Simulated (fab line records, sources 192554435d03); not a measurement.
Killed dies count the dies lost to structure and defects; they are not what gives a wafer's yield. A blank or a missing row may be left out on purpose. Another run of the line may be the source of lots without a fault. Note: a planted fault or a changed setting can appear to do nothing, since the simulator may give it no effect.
Chamber matching | flow n5Finfet | 3 sister chambers for N5_BEOL_M10_CURE_72 on uvCure-02
The step cures SiCOH lowk, time 120 s. 16 wafers are shown with their chamber, then 8 later ones without.

## WAFERS WITH THEIR CHAMBER
wafer  | chamber | wafer_temp_C_max | lampPowerPct (%)
L076.1 | 1       | 371.6            | 52.29
L076.2 | 1       | 371.5            | 52.33
L076.5 | 1       | 372.0            | 52.34
L080.1 | 2       | 372.5            | 52.36
L080.2 | 2       | 372.3            | 52.23
L080.6 | 2       | 373.6            | 52.41
L083.1 | 2       | 372.0            | 52.37
L083.4 | 2       | 372.2            | 52.29
L083.6 | 2       | 372.5            | 52.32
L089.1 | 0       | 372.0            | 52.24
L089.5 | 0       | 371.9            | 52.23
L089.6 | 0       | 372.6            | 52.39
L091.2 | 2       | 371.8            | 52.37
L091.3 | 2       | 371.9            | 52.33
L091.4 | 2       | 371.3            | 52.27
L090.1 | 0       | 371.8            | 52.33

SIGNATURES (means of the wafers above)
reading          | chamber 0 | chamber 1 | chamber 2 | scatter within a chamber
wafer_temp_C_max | 372.075   | 371.700   | 372.233   | 0.538
lampPowerPct     | 52.2975   | 52.3200   | 52.3278   | 0.0586
Rule: a wafer's distance from a chamber is the root of the sum, over the readings, of the square of ((its reading less the chamber's mean) divided by the reading's scatter). The wafer belongs to the nearest chamber; if the next one is less than 2 further off, it can't be placed. The scatter: the root of (the sum of the squares of (reading less its chamber's mean) over the shown wafers, divided by (wafers less chambers)).

## WAFERS WITH NO CHAMBER GIVEN
wafer  | wafer_temp_C_max | lampPowerPct (%)
L090.2 | 372.2            | 52.26
L090.5 | 371.6            | 52.29
L092.1 | 371.2            | 52.30
L092.2 | 371.8            | 52.20
L092.6 | 372.9            | 52.32
L095.2 | 371.8            | 52.33
L095.3 | 371.9            | 52.35
L095.6 | 372.1            | 52.29

## CHAMBER TAKEN BY EACH
wafer  | from the rows above          | in truth
L090.2 | can't be placed: 0 or 2 or 1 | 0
L090.5 | can't be placed: 1 or 0 or 2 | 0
L092.1 | can't be placed: 1 or 0 or 2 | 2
L092.2 | can't be placed: 0 or 1 or 2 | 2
L092.6 | can't be placed: 2 or 0 or 1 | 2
L095.2 | can't be placed: 1 or 0 or 2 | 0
L095.3 | can't be placed: 1 or 2 or 0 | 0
L095.6 | can't be placed: 0 or 2 or 1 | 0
Placed correctly: 0 of 8. Unplaceable from these rows: 8, with the true chamber sitting among the candidates in 8. 0 placed wrongly.
